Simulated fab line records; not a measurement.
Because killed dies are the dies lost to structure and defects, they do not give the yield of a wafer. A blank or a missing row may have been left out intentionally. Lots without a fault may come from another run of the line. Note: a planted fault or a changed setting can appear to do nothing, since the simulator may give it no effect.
Chamber matching | flow n5 finfet | N5_BEOL_M5_ETCH_72 on rie diel-02 has 4 sister chambers
The step etches underlayer in N2/H2, target depth 6.5 nm, time 5.2 s. 8 wafers are shown with their chamber, then 8 later ones without.

== WAFERS, EACH WITH ITS CHAMBER ==
wafer  | chamber | drypump motor current A (A) | throttle valve pct (%)
L077.3 | 1       | 6.3                         | 18.3
L088.3 | 0       | 6.1                         | 18.1
L088.4 | 0       | 6.1                         | 18.1
L089.5 | 2       | 5.9                         | 18.4
L090.3 | 2       | 6.0                         | 18.4
L090.4 | 3       | 5.7                         | 18.4
L090.5 | 3       | 5.7                         | 18.4
L093.1 | 1       | 6.3                         | 17.7

== WAFERS WITH NO CHAMBER GIVEN ==
wafer  | drypump motor current A (A) | throttle valve pct (%)
L093.2 | 6.0                         | 18.4
L093.3 | 5.7                         | 18.5
L095.1 | 5.9                         | 18.4
L095.2 | 6.3                         | 17.8
L095.3 | 5.8                         | 18.4
L096.2 | 6.3                         | 17.8
L096.3 | 6.0                         | 18.4
L096.4 | 6.0                         | 18.4

== CHAMBER TAKEN BY EACH ==
wafer  | from the rows above     | in truth
L093.2 | can't be placed: 2 or 0 | 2
L093.3 | 3                       | 3
L095.1 | 2                       | 2
L095.2 | 1                       | 1
L095.3 | can't be placed: 3 or 2 | 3
L096.2 | 1                       | 1
L096.3 | can't be placed: 2 or 0 | 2
L096.4 | can't be placed: 2 or 0 | 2
Correctly placed: 4 of 8. Unplaceable from these rows: 4, with the true chamber sitting among the candidates in 4. Wrongly placed: 0.
How it was worked out, from the rows above alone: a wafer's distance from a chamber is the root of the sum, over the readings, of the square of ((its reading less the chamber's mean) divided by the reading's scatter). If the next closest chamber is less than 2 further off than the closest, the wafer can't be placed; otherwise it belongs to the closest. Each chamber's mean is taken over the wafers shown for it. The scatter: the root of (the sum of the squares of (reading less its chamber's mean) over the shown wafers, divided by (wafers less chambers)).
